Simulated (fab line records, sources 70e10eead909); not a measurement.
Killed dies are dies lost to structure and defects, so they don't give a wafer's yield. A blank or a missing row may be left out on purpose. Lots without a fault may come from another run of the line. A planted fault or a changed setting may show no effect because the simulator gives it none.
Chamber matching | flow nand_harc | NHARC_A_BONDPAD_DESCUM_11 on rie_diel-12: 4 sister chambers
The step chemistry O2, time 3 s. 27 wafers are shown with their chamber, then 12 later ones without.

WAFERS WITH THEIR CHAMBER
wafer  | chamber | drypump_motor_current_A (A) | oes_product_au (a.u.) | o2_flow_sccm (sccm)
L075.1 | 0       | 5.7                         | 0.988                 | 199.9
L075.2 | 1       | 5.7                         | 0.990                 | 201.2
L075.5 | 2       | 5.6                         | 1.029                 | 199.0
L074.1 | 3       | 5.9                         | 1.017                 | 200.2
L074.3 | 0       | 5.7                         | 0.985                 | 200.9
L074.6 | 3       | 5.9                         | 1.008                 | 200.1
L076.1 | 3       | 5.8                         | 1.011                 | 200.1
L076.3 | 2       | 5.6                         | 1.009                 | 199.8
L076.5 | 1       | 5.7                         | 0.987                 | 199.6
L077.2 | 1       | 5.7                         | 0.991                 | 201.1
L077.3 | 2       | 5.6                         | 1.021                 | 200.0
L077.5 | 2       | 5.6                         | 1.014                 | 199.3
L078.2 | 0       | 5.7                         | 1.001                 | 200.8
L078.3 | 3       | 5.8                         | 1.001                 | 199.7
L078.5 | 0       | 5.7                         | 0.997                 | 199.8
L082.2 | 1       | 5.7                         | 0.992                 | 200.5
L082.3 | 3       | 5.8                         | 1.005                 | 199.3
L082.5 | 2       | 5.6                         | 1.006                 | 199.9
L083.1 | 0       | 5.7                         | 1.014                 | 200.6
L083.2 | 3       | 5.8                         | 0.981                 | 199.6
L083.4 | 2       | 5.5                         | 1.019                 | 199.7
L085.3 | 3       | 5.8                         | 0.978                 | 200.2
L085.4 | 2       | 5.6                         | 1.006                 | 200.4
L085.5 | 3       | 5.8                         | 0.980                 | 200.1
L086.3 | 1       | 5.7                         | 1.018                 | 199.6
L086.5 | 3       | 5.8                         | 0.975                 | 199.9
L086.6 | 2       | 5.6                         | 1.005                 | 200.5

SIGNATURES (means of the wafers above)
reading                 | chamber 0 | chamber 1 | chamber 2 | chamber 3 | scatter within a chamber
drypump_motor_current_A | 5.700     | 5.700     | 5.587     | 5.822     | 0.0325
oes_product_au          | 0.99700   | 0.99560   | 1.01362   | 0.99511   | 0.013
o2_flow_sccm            | 200.400   | 200.400   | 199.825   | 199.911   | 0.513
Rule: a wafer's distance from a chamber is the root of the sum, over the readings, of the square of ((its reading less the chamber's mean) divided by the reading's scatter). The wafer belongs to the nearest chamber; if the next one is less than 2 further off, it can't be placed. The scatter: the root of (the sum of the squares of (reading less its chamber's mean) over the shown wafers, divided by (wafers less chambers)).

WAFERS WITHOUT THEIR CHAMBER
wafer  | drypump_motor_current_A (A) | oes_product_au (a.u.) | o2_flow_sccm (sccm)
L090.3 | 5.8                         | 0.975                 | 199.9
L090.5 | 5.6                         | 1.013                 | 200.2
L090.6 | 5.7                         | 1.029                 | 200.7
L087.1 | 5.6                         | 1.021                 | 199.8
L087.3 | 5.8                         | 1.007                 | 201.1
L087.6 | 5.6                         | 1.028                 | 200.6
L088.4 | 5.7                         | 1.011                 | 199.7
L088.5 | 5.7                         | 1.020                 | 199.7
L088.6 | 5.8                         | 1.011                 | 200.2
L095.1 | 5.7                         | 1.015                 | 200.7
L095.2 | 5.8                         | 0.991                 | 200.7
L095.5 | 5.6                         | 1.015                 | 199.4

WHICH CHAMBER EACH WENT THROUGH
wafer  | from the rows above          | in truth
L090.3 | can't be placed: 3 or 1 or 0 | 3
L090.5 | 2                            | 2
L090.6 | can't be placed: 0 or 1 or 2 | 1
L087.1 | 2                            | 2
L087.3 | can't be placed: 3 or 0 or 1 | 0
L087.6 | 2                            | 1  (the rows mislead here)
L088.4 | can't be placed: 0 or 1 or 2 | 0
L088.5 | can't be placed: 0 or 1 or 2 | 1
L088.6 | can't be placed: 3 or 0 or 1 | 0
L095.1 | can't be placed: 0 or 1      | 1
L095.2 | can't be placed: 3 or 1 or 0 | 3
L095.5 | 2                            | 2
Placed correctly: 3 of 12. Can't be placed from these rows: 8 (the true chamber is among the candidates in 8). Placed wrongly: 1.
